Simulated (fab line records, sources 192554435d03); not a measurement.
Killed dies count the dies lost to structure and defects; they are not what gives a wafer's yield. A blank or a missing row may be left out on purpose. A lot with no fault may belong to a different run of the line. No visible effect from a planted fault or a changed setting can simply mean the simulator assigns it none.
Which tool is to blame? -- flow n5-finfet -- Sampling: 11 lots, 33 wafers, 2 of 1938 route steps

## WHAT THE GAUGES READ, wafer by wafer
N5_PMOS_HMC_CHANNEL_EPI_CD_MEAS_09: the cd target is 237.4 nm.
lot,measured,on,cd-nm (nm)
L075,day 2 01:13,cd-sem-01,237.7 237.2 235.6
L077,day 2 12:56,cd-sem-03,237.7 238.9 238.2
L079,day 2 23:35,cd-sem-01,237.9 238.4 238.0
L081,day 3 11:52,cd-sem-03,236.9 238.0 235.9
L083,day 4 00:06,cd-sem-01,237.5 239.2 238.7
L085,day 4 11:23,cd-sem-02,237.6 238.7 237.2
L087,day 4 23:28,cd-sem-01,236.7 238.3 236.9
L089,day 5 11:38,cd-sem-02,238.3 238.3 238.4
L092,day 6 04:54,cd-sem-01,237.2 236.2 236.2
L094,day 6 17:10,cd-sem-02,236.3 235.9 234.3
L096,day 7 05:10,cd-sem-02,237.0 235.6 235.6

## EACH LOT AND THE TOOL THAT RAN IT (in order: tool; ch and the chambers of the sampled wafers; start)
lot,N5_WELL_APT_DESCUM_30
L075,"rie-diel-03 ch 1,3, day 1 22:47"
L077,"rie-diel-01 ch 1,2,3, day 2 10:49"
L079,"rie-diel-04 ch 0,2, day 2 21:21"
L081,"rie-diel-03 ch 0,2,3, day 3 09:37"
L083,"rie-diel-01 ch 1,2,3, day 3 21:45"
L085,"rie-diel-04 ch 0,2,3, day 4 08:56"
L087,"rie-diel-04 ch 0,1,2, day 4 21:02"
L089,"rie-diel-04 ch 0,1,2, day 5 09:31"
L092,"rie-diel-04 ch 1,2, day 6 02:57"
L094,"rie-diel-04 ch 0,1,2, day 6 15:05"
L096,"rie-diel-01 ch 2,3, day 7 03:01"
- N5_WELL_APT_DESCUM_30: chemistry O2, time 7.9 s.

## THE ANSWER, worked out from the rows above alone
Rule: the usual values come from the lots themselves. The widest of any qualifying gaps counts: lots, ordered by their means at a reading, are off when they make up no more than a third of the lots, leave a main group of 4 or more, and stand apart from it by 3 or more times the standard deviation of that group's means. The tables above print the reading to a certain number of digits; a main group whose means all agree to those digits is not used. A lot without any number at a reading at which 4 lots or more have one is off too. All remaining lots with rows at the step are treated as sound.
Nothing can be told from this: no lot is off at any reading shown.

## WHAT THE SIMULATOR PUT IN
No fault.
